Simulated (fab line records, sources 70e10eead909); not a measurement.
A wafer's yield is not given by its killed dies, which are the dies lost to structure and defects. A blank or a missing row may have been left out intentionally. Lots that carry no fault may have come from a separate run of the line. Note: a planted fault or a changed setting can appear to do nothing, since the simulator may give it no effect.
The tool behind it: which one? + flow nand-harc + 72 wafers from 24 lots sampled at 6 of the route's 1302 steps

WHAT EACH GAUGE READ, for each wafer
NHARC_A_BLC_CD_MEAS_19.
| lot  | measured     | on        | cd-nm (nm)        |
|------|--------------|-----------|-------------------|
| L076 | day 22 12:53 | cd-sem-01 | 100.0 100.2 100.3 |
| L075 | day 22 14:05 | cd-sem-03 | 101.8 103.4 100.4 |
| L074 | day 23 02:14 | cd-sem-01 | 100.2 101.8 102.5 |
| L077 | day 24 07:13 | cd-sem-01 | 99.7 99.7 98.6    |
| L078 | day 24 08:33 | cd-sem-02 | 101.1 100.5 101.5 |
| L080 | day 24 10:24 | cd-sem-02 | 99.5 102.7 99.4   |
| L079 | day 25 02:07 | cd-sem-03 | 100.2 98.6 98.5   |
| L081 | day 25 15:39 | cd-sem-01 | 100.0 100.5 101.2 |
| L082 | day 26 10:40 | cd-sem-01 | 102.1 100.3 102.4 |
| L083 | day 26 11:17 | cd-sem-03 | 102.1 100.9 98.3  |
| L084 | day 26 13:52 | cd-sem-01 | 99.4 99.7 101.3   |
| L085 | day 27 04:45 | cd-sem-02 | 98.1 98.4 97.0    |
| L086 | day 28 00:48 | cd-sem-02 | 100.8 102.3 99.7  |
| L088 | day 28 02:21 | cd-sem-02 | 99.0 97.4 99.4    |
| L087 | day 28 02:55 | cd-sem-01 | 99.9 102.7 100.8  |
| L089 | day 28 04:02 | cd-sem-01 | 101.4 101.5 102.2 |
| L091 | day 28 17:37 | cd-sem-03 | 100.7 98.8 99.0   |
| L090 | day 28 22:16 | cd-sem-01 | 100.4 100.3 99.3  |
| L092 | day 30 00:28 | cd-sem-03 | 98.9 99.3 101.1   |
| L093 | day 30 01:11 | cd-sem-02 | 99.3 102.5 99.4   |
| L094 | day 31 01:41 | cd-sem-02 | 101.0 102.9 99.9  |
| L095 | day 31 05:08 | cd-sem-02 | 99.2 100.1 100.9  |
| L096 | day 31 06:05 | cd-sem-03 | 99.5 103.3 98.7   |
| L097 | day 32 11:01 | cd-sem-02 | 99.7 97.9 99.7    |

NHARC_A_M0_CD_MEAS_16.
| lot  | measured     | on        | cd-nm (nm)     |
|------|--------------|-----------|----------------|
| L076 | day 22 16:16 | cd-sem-01 | 79.3 80.7 80.8 |
| L075 | day 22 17:28 | cd-sem-02 | 81.0 80.2 80.0 |
| L074 | day 23 05:49 | cd-sem-03 | 79.7 80.5 80.3 |
| L077 | day 24 10:26 | cd-sem-01 | 80.2 80.7 80.5 |
| L078 | day 24 11:48 | cd-sem-01 | 80.3 80.1 81.4 |
| L080 | day 24 13:46 | cd-sem-03 | 80.9 80.4 80.4 |
| L079 | day 25 05:29 | cd-sem-02 | 79.7 79.9 79.6 |
| L081 | day 25 19:01 | cd-sem-02 | 79.7 80.1 80.2 |
| L082 | day 26 13:55 | cd-sem-02 | 79.8 79.9 80.2 |
| L083 | day 26 14:33 | cd-sem-03 | 80.3 80.4 79.6 |
| L084 | day 26 17:06 | cd-sem-03 | 80.9 81.4 80.0 |
| L085 | day 27 08:03 | cd-sem-01 | 79.6 79.2 78.7 |
| L086 | day 28 04:11 | cd-sem-03 | 80.6 80.2 79.9 |
| L088 | day 28 05:46 | cd-sem-02 | 79.4 79.5 79.5 |
| L087 | day 28 06:19 | cd-sem-03 | 80.0 80.2 80.0 |
| L089 | day 28 07:25 | cd-sem-01 | 79.1 79.7 79.6 |
| L091 | day 28 20:59 | cd-sem-01 | 79.7 80.4 79.4 |
| L090 | day 29 01:37 | cd-sem-01 | 80.3 79.4 79.8 |
| L092 | day 30 03:49 | cd-sem-01 | 79.6 78.5 79.3 |
| L093 | day 30 04:25 | cd-sem-01 | 79.2 80.2 79.0 |
| L094 | day 31 05:03 | cd-sem-01 | 79.8 78.9 79.3 |
| L095 | day 31 08:23 | cd-sem-03 | 80.4 80.2 79.8 |
| L096 | day 31 09:26 | cd-sem-03 | 80.8 80.0 80.1 |
| L097 | day 32 14:23 | cd-sem-01 | 79.6 79.5 80.2 |

WHICH TOOL RAN EACH LOT (tool, then ch and the chambers of the sampled wafers, then the start)
| lot  | NHARC_A_BLC_STRIP_29               | NHARC_A_BLC_DEGAS_30         | NHARC_A_BLC_CMP_25            | NHARC_A_M0_ETCH_34                 |
|------|------------------------------------|------------------------------|-------------------------------|------------------------------------|
| L076 | rie-diel-03 ch 0,2,3, day 22 12:58 | pvd-sputter-02, day 22 13:29 | cmp-03 ch 0,3, day 22 14:28   | rie-diel-08 ch 0,2,3, day 22 16:03 |
| L075 | rie-diel-03 ch 0,2,3, day 22 14:10 | pvd-sputter-01, day 22 14:41 | cmp-03 ch 1,2,3, day 22 15:41 | rie-diel-08 ch 0,2,3, day 22 17:14 |
| L074 | rie-diel-01 ch 1,2, day 23 02:18   | pvd-sputter-01, day 23 02:57 | cmp-03 ch 0,1,2, day 23 03:59 | rie-diel-11 ch 1,2, day 23 05:35   |
| L077 | rie-diel-03 ch 0,1,3, day 24 07:17 | pvd-sputter-03, day 24 07:48 | cmp-01 ch 0,1, day 24 08:46   | rie-diel-04 ch 1,3, day 24 10:13   |
| L078 | rie-diel-03 ch 0,1,3, day 24 08:38 | pvd-sputter-02, day 24 09:10 | cmp-02 ch 0,1,3, day 24 10:09 | rie-diel-04 ch 0,1,3, day 24 11:36 |
| L080 | rie-diel-03 ch 1,2, day 24 10:28   | pvd-sputter-01, day 24 11:01 | cmp-03 ch 2,3, day 24 11:59   | rie-diel-08 ch 0,2,3, day 24 13:33 |
| L079 | rie-diel-01 ch 0,1,3, day 25 02:13 | pvd-sputter-02, day 25 02:44 | cmp-03 ch 0,1,3, day 25 03:45 | rie-diel-11 ch 1,2,3, day 25 05:17 |
| L081 | rie-diel-01 ch 0,3, day 25 15:44   | pvd-sputter-01, day 25 16:15 | cmp-02 ch 0,1,3, day 25 17:16 | rie-diel-04 ch 0,2,3, day 25 18:49 |
| L082 | rie-diel-01 ch 0,1,2, day 26 10:46 | pvd-sputter-02, day 26 11:19 | cmp-03 ch 0,1, day 26 12:17   | rie-diel-08 ch 0,1, day 26 13:43   |
| L083 | rie-diel-01 ch 0,1,3, day 26 11:22 | pvd-sputter-03, day 26 11:53 | cmp-01 ch 1,3, day 26 12:52   | rie-diel-08 ch 0,1,2, day 26 14:20 |
| L084 | rie-diel-05 ch 0,2,3, day 26 13:56 | pvd-sputter-01, day 26 14:28 | cmp-01 ch 1,2, day 26 15:26   | rie-diel-04 ch 2,3, day 26 16:53   |
| L085 | rie-diel-01 ch 0,3, day 27 04:51   | pvd-sputter-03, day 27 05:25 | cmp-03 ch 0,1,2, day 27 06:27 | rie-diel-11 ch 0,3, day 27 07:50   |
| L086 | rie-diel-01 ch 2,3, day 28 00:52   | pvd-sputter-02, day 28 01:25 | cmp-01 ch 1,2,3, day 28 02:23 | rie-diel-11 ch 2,3, day 28 03:58   |
| L088 | rie-diel-01 ch 0,1,3, day 28 02:26 | pvd-sputter-03, day 28 02:57 | cmp-03 ch 0,1, day 28 03:58   | rie-diel-08 ch 0,3, day 28 05:32   |
| L087 | rie-diel-01 ch 1,2,3, day 28 03:01 | pvd-sputter-01, day 28 03:34 | cmp-02 ch 0,1,3, day 28 04:36 | rie-diel-04 ch 2,3, day 28 06:06   |
| L089 | rie-diel-01 ch 0,1,2, day 28 04:07 | pvd-sputter-03, day 28 04:38 | cmp-01 ch 0,1,3, day 28 05:36 | rie-diel-08 ch 0,2,3, day 28 07:11 |
| L091 | rie-diel-05 ch 0,2, day 28 17:41   | pvd-sputter-01, day 28 18:13 | cmp-03 ch 0,1,3, day 28 19:13 | rie-diel-11 ch 2,3, day 28 20:46   |
| L090 | rie-diel-03 ch 0,1,2, day 28 22:20 | pvd-sputter-01, day 28 22:52 | cmp-01 ch 0,1,3, day 28 23:50 | rie-diel-11 ch 1,2,3, day 29 01:25 |
| L092 | rie-diel-01 ch 2,3, day 30 00:32   | pvd-sputter-02, day 30 01:04 | cmp-02 ch 1,2, day 30 02:02   | rie-diel-04 ch 0,2, day 30 03:36   |
| L093 | rie-diel-01 ch 0,1,2, day 30 01:16 | pvd-sputter-02, day 30 01:47 | cmp-03 ch 1,2,3, day 30 02:45 | rie-diel-08 ch 0,1,2, day 30 04:12 |
| L094 | rie-diel-03 ch 0,2,3, day 31 01:46 | pvd-sputter-02, day 31 02:18 | cmp-01 ch 0,1,2, day 31 03:16 | rie-diel-04 ch 1,2,3, day 31 04:50 |
| L095 | rie-diel-01 ch 0,1,3, day 31 05:13 | pvd-sputter-01, day 31 05:46 | cmp-02 ch 1,2,3, day 31 06:46 | rie-diel-11 ch 0,1,3, day 31 08:10 |
| L096 | rie-diel-01 ch 1,2,3, day 31 06:11 | pvd-sputter-02, day 31 06:41 | cmp-01 ch 0,1, day 31 07:40   | rie-diel-11 ch 1,3, day 31 09:14   |
| L097 | rie-diel-03 ch 0,1,3, day 32 11:06 | pvd-sputter-02, day 32 11:37 | cmp-02 ch 0,2,3, day 32 12:38 | rie-diel-08 ch 1,2,3, day 32 14:10 |
- NHARC_A_BLC_STRIP_29: strips in CF4.
- NHARC_A_BLC_DEGAS_30: time 60 s.
- NHARC_A_BLC_CMP_25: polishes, t overpolish 30 s, target thk 150 nm.
- NHARC_A_M0_ETCH_34: etches the open film in N2/H2, target depth 40 nm, overetch 12 nm, time 43.94 s.

AS READ BY THE TOOLS THEMSELVES (means over the sampled wafers that have a number; for cases with no such wafer, the mark the record gives instead)
NHARC_A_BLC_STRIP_29.
| lot  | tool        | drypump-motor-current-A (A) | oes-product-au (a.u.) | rf-vpp-V (V) | showerhead-plenum-p-Torr (Torr) | throttle-valve-pct (%) |
|------|-------------|-----------------------------|-----------------------|--------------|---------------------------------|------------------------|
| L076 | rie-diel-03 | 5.6                         | 0.995                 | 59.5         | 1.74                            | 13.284                 |
| L075 | rie-diel-03 | 5.7                         | 0.997                 | 59.4         | 1.74                            | 13.283                 |
| L074 | rie-diel-01 | 5.6                         | 0.996                 | 60.1         | 1.80                            | 13.278                 |
| L077 | rie-diel-03 | 5.7                         | 0.997                 | 59.3         | 1.73                            | 13.287                 |
| L078 | rie-diel-03 | 5.7                         | 0.993                 | 58.8         | 1.73                            | 13.278                 |
| L080 | rie-diel-03 | 6.1                         | 0.992                 | 57.7         | 1.66                            | 13.285                 |
| L079 | rie-diel-01 | 5.4                         | 0.991                 | 59.7         | 1.77                            | 13.289                 |
| L081 | rie-diel-01 | 5.5                         | 0.999                 | 59.6         | 1.80                            | 13.284                 |
| L082 | rie-diel-01 | 5.5                         | 1.004                 | 59.4         | 1.82                            | 13.285                 |
| L083 | rie-diel-01 | 5.4                         | 1.001                 | 59.7         | 1.77                            | 13.284                 |
| L084 | rie-diel-05 | 5.7                         | 1.003                 | 59.6         | 1.78                            | 13.292                 |
| L085 | rie-diel-01 | 5.4                         | 1.001                 | 59.2         | 1.73                            | 13.278                 |
| L086 | rie-diel-01 | 5.5                         | 0.999                 | 59.2         | 1.76                            | 13.288                 |
| L088 | rie-diel-01 | 5.4                         | 1.004                 | 59.2         | 1.77                            | 13.284                 |
| L087 | rie-diel-01 | 5.4                         | 1.005                 | 59.3         | 1.75                            | 13.278                 |
| L089 | rie-diel-01 | 5.6                         | 1.003                 | 59.2         | 1.82                            | 13.285                 |
| L091 | rie-diel-05 | 5.9                         | 1.005                 | 59.7         | 1.81                            | 13.277                 |
| L090 | rie-diel-03 | 5.7                         | 0.995                 | 59.3         | 1.67                            | 13.283                 |
| L092 | rie-diel-01 | 5.6                         | 0.997                 | 59.0         | 1.76                            | 13.292                 |
| L093 | rie-diel-01 | 5.5                         | 1.012                 | 59.3         | 1.82                            | 13.286                 |
| L094 | rie-diel-03 | 5.6                         | 0.996                 | 59.5         | 1.74                            | 13.285                 |
| L095 | rie-diel-01 | 5.4                         | 1.001                 | 58.6         | 1.77                            | 13.291                 |
| L096 | rie-diel-01 | 5.5                         | 1.007                 | 59.1         | 1.75                            | 13.281                 |
| L097 | rie-diel-03 | 5.7                         | 0.993                 | 60.4         | 1.72                            | 13.280                 |

NHARC_A_BLC_DEGAS_30.
| lot  | tool           | heater-power-w (W) |
|------|----------------|--------------------|
| L076 | pvd-sputter-02 | 420                |
| L075 | pvd-sputter-01 | 469                |
| L074 | pvd-sputter-01 | 491                |
| L077 | pvd-sputter-03 | 444                |
| L078 | pvd-sputter-02 | 461                |
| L080 | pvd-sputter-01 | 469                |
| L079 | pvd-sputter-02 | 471                |
| L081 | pvd-sputter-01 | 445                |
| L082 | pvd-sputter-02 | 415                |
| L083 | pvd-sputter-03 | 449                |
| L084 | pvd-sputter-01 | 456                |
| L085 | pvd-sputter-03 | 451                |
| L086 | pvd-sputter-02 | 434                |
| L088 | pvd-sputter-03 | 457                |
| L087 | pvd-sputter-01 | 460                |
| L089 | pvd-sputter-03 | 439                |
| L091 | pvd-sputter-01 | 425                |
| L090 | pvd-sputter-01 | 489                |
| L092 | pvd-sputter-02 | 470                |
| L093 | pvd-sputter-02 | 422                |
| L094 | pvd-sputter-02 | 419                |
| L095 | pvd-sputter-01 | 497                |
| L096 | pvd-sputter-02 | 484                |
| L097 | pvd-sputter-02 | 469                |

NHARC_A_BLC_CMP_25.
| lot  | tool   | motor-current-A (A) | overpolish-run-s (s) | time-to-endpoint-s (s) |
|------|--------|---------------------|----------------------|------------------------|
| L076 | cmp-03 | 10.7                | 29.993               | 27.7                   |
| L075 | cmp-03 | 10.9                | 30.011               | 28.8                   |
| L074 | cmp-03 | 11.5                | 30.000               | 28.9                   |
| L077 | cmp-01 | 10.6                | 29.999               | 28.7                   |
| L078 | cmp-02 | 11.5                | 29.995               | 32.7                   |
| L080 | cmp-03 | 9.8                 | 29.988               | 30.6                   |
| L079 | cmp-03 | 11.3                | 29.997               | 29.6                   |
| L081 | cmp-02 | 11.9                | 29.991               | 33.3                   |
| L082 | cmp-03 | 12.4                | 30.004               | 26.9                   |
| L083 | cmp-01 | 10.7                | 29.998               | 27.1                   |
| L084 | cmp-01 | 10.4                | 30.001               | 27.8                   |
| L085 | cmp-03 | 10.9                | 29.998               | 28.9                   |
| L086 | cmp-01 | 10.6                | 29.998               | 26.3                   |
| L088 | cmp-03 | 11.8                | 30.003               | 28.9                   |
| L087 | cmp-02 | 12.1                | 30.001               | 29.8                   |
| L089 | cmp-01 | 10.3                | 30.002               | 29.3                   |
| L091 | cmp-03 | 11.2                | 30.004               | 29.8                   |
| L090 | cmp-01 | 10.4                | 30.003               | 30.6                   |
| L092 | cmp-02 | 10.5                | 30.002               | 30.3                   |
| L093 | cmp-03 | 10.9                | 30.001               | 28.5                   |
| L094 | cmp-01 | 10.8                | 30.005               | 28.3                   |
| L095 | cmp-02 | 11.3                | 29.994               | 29.3                   |
| L096 | cmp-01 | 10.5                | 29.991               | 32.3                   |
| L097 | cmp-02 | 12.3                | 30.008               | 28.8                   |

NHARC_A_M0_ETCH_34.
| lot  | tool        | drypump-motor-current-A (A) | oes-product-au (a.u.) | rf-fwd-power-W (W) | rf-vpp-V (V) | showerhead-plenum-p-Torr (Torr) | throttle-valve-pct (%) |
|------|-------------|-----------------------------|-----------------------|--------------------|--------------|---------------------------------|------------------------|
| L076 | rie-diel-08 | 5.8                         | 1.003                 | 397.0              | 430.7        | 2.05                            | 14.175                 |
| L075 | rie-diel-08 | 5.8                         | 1.001                 | 397.0              | 432.0        | 2.05                            | 14.166                 |
| L074 | rie-diel-11 | 5.8                         | 1.000                 | 395.1              | 429.9        | 2.02                            | 14.178                 |
| L077 | rie-diel-04 | 5.9                         | 0.996                 | 394.5              | 430.2        | 2.04                            | 14.164                 |
| L078 | rie-diel-04 | 5.7                         | 0.994                 | 395.6              | 430.1        | 2.02                            | 14.168                 |
| L080 | rie-diel-08 | 5.8                         | 0.999                 | 397.0              | 431.5        | 2.05                            | 14.180                 |
| L079 | rie-diel-11 | 5.5                         | 1.000                 | 396.1              | 430.4        | 2.04                            | 14.170                 |
| L081 | rie-diel-04 | 5.5                         | 1.002                 | 396.0              | 431.6        | 2.05                            | 14.172                 |
| L082 | rie-diel-08 | 5.6                         | 1.005                 | 393.1              | 430.4        | 2.03                            | 14.167                 |
| L083 | rie-diel-08 | 5.6                         | 1.005                 | 394.4              | 429.8        | 2.02                            | 14.169                 |
| L084 | rie-diel-04 | 5.3                         | 0.994                 | 394.6              | 432.9        | 2.11                            | 14.176                 |
| L085 | rie-diel-11 | 5.2                         | 1.003                 | 394.9              | 429.3        | 1.98                            | 14.172                 |
| L086 | rie-diel-11 | 5.3                         | 1.005                 | 396.2              | 428.7        | 1.96                            | 14.168                 |
| L088 | rie-diel-08 | 5.9                         | 1.008                 | 394.1              | 433.6        | 2.13                            | 14.184                 |
| L087 | rie-diel-04 | 5.4                         | 0.993                 | 395.2              | 432.8        | 2.11                            | 14.170                 |
| L089 | rie-diel-08 | 5.8                         | 0.997                 | 395.7              | 431.3        | 2.05                            | 14.175                 |
| L091 | rie-diel-11 | 5.5                         | 1.005                 | 395.7              | 427.8        | 1.95                            | 14.161                 |
| L090 | rie-diel-11 | 5.6                         | 1.009                 | 395.5              | 430.2        | 2.04                            | 14.165                 |
| L092 | rie-diel-04 | 5.7                         | 0.992                 | 396.7              | 431.1        | 2.04                            | 14.169                 |
| L093 | rie-diel-08 | 5.6                         | 1.009                 | 394.6              | 429.6        | 2.02                            | 14.176                 |
| L094 | rie-diel-04 | 5.6                         | 0.992                 | 396.4              | 432.0        | 2.07                            | 14.166                 |
| L095 | rie-diel-11 | 5.4                         | 1.000                 | 395.7              | 430.4        | 2.05                            | 14.164                 |
| L096 | rie-diel-11 | 5.4                         | 1.014                 | 394.3              | 430.9        | 2.05                            | 14.174                 |
| L097 | rie-diel-08 | 5.7                         | 1.000                 | 394.7              | 429.1        | 1.98                            | 14.165                 |

THE ANSWER, worked out from the rows above alone
Rule: usual is defined by the lots themselves. Put in order of their means at a reading, lots are off if they are a third of the lots or fewer, leave a main group of 4 or more, and stand apart from it by a gap of 3 or more times the standard deviation of the main group's means; of several such gaps the widest counts. The tables above print the reading to a certain number of digits; a main group whose means all agree to those digits is not used. A lot without any number at a reading at which 4 lots or more have one is off too. Any other lot the step has rows for is counted as sound. After the gauges, taken in route order, come the tools' own readings; for these a lot's mean is taken, as printed above. At the first step where some lot is off, the reading lying furthest off is the one used; lots without a number count as furthest.
Across all readings shown, no lot is off: no conclusion can be drawn from this.

WHAT WAS PUT IN BY THE SIMULATOR
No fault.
